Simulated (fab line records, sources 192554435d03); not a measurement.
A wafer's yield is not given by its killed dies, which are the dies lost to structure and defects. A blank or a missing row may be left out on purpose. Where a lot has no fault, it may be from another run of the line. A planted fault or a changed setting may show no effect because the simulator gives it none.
Matching of chambers | flow n5 finfet | N5_BEOL_M9_STRIP_67 on rie diel-03: 4 sister chambers
The step strips in CF4. 4 wafers are shown with their chamber, then 10 later ones without.

## EACH WAFER AND ITS CHAMBER
wafer  | chamber | showerhead plenum p Torr (Torr)
L089.1 | 0       | 1.72
L089.3 | 2       | 1.81
L090.1 | 1       | 1.83
L090.2 | 3       | 1.76

## WAFERS MISSING THEIR CHAMBER
wafer  | showerhead plenum p Torr (Torr)
L090.3 | 1.81
L091.1 | 1.83
L091.5 | 1.76
L091.6 | 1.72
L092.3 | 1.75
L092.4 | 1.72
L092.5 | 1.72
L094.1 | 1.75
L094.2 | 1.81
L094.4 | 1.83

## WHICH CHAMBER EACH ONE RAN IN
wafer  | from the rows above | in truth
L090.3 | 2                   | 2
L091.1 | 1                   | 1
L091.5 | 3                   | 3
L091.6 | 0                   | 0
L092.3 | 3                   | 3
L092.4 | 0                   | 0
L092.5 | 0                   | 0
L094.1 | 3                   | 3
L094.2 | 2                   | 2
L094.4 | 1                   | 1
Placed correctly: 10 of 10. Number that these rows cannot place: 0. Number placed wrongly: 0.
How it was worked out, from the rows above alone: a wafer's distance from a chamber is the root of the sum, over the readings, of the square of ((its reading less the chamber's mean) divided by the reading's scatter). If the next closest chamber is less than 2 further off than the closest, the wafer can't be placed; otherwise it belongs to the closest. The mean given for a chamber averages the wafers shown for that chamber. The scatter: with one shown wafer a chamber, the root of the mean of the squares of how far each hidden wafer lies from its nearest shown one.
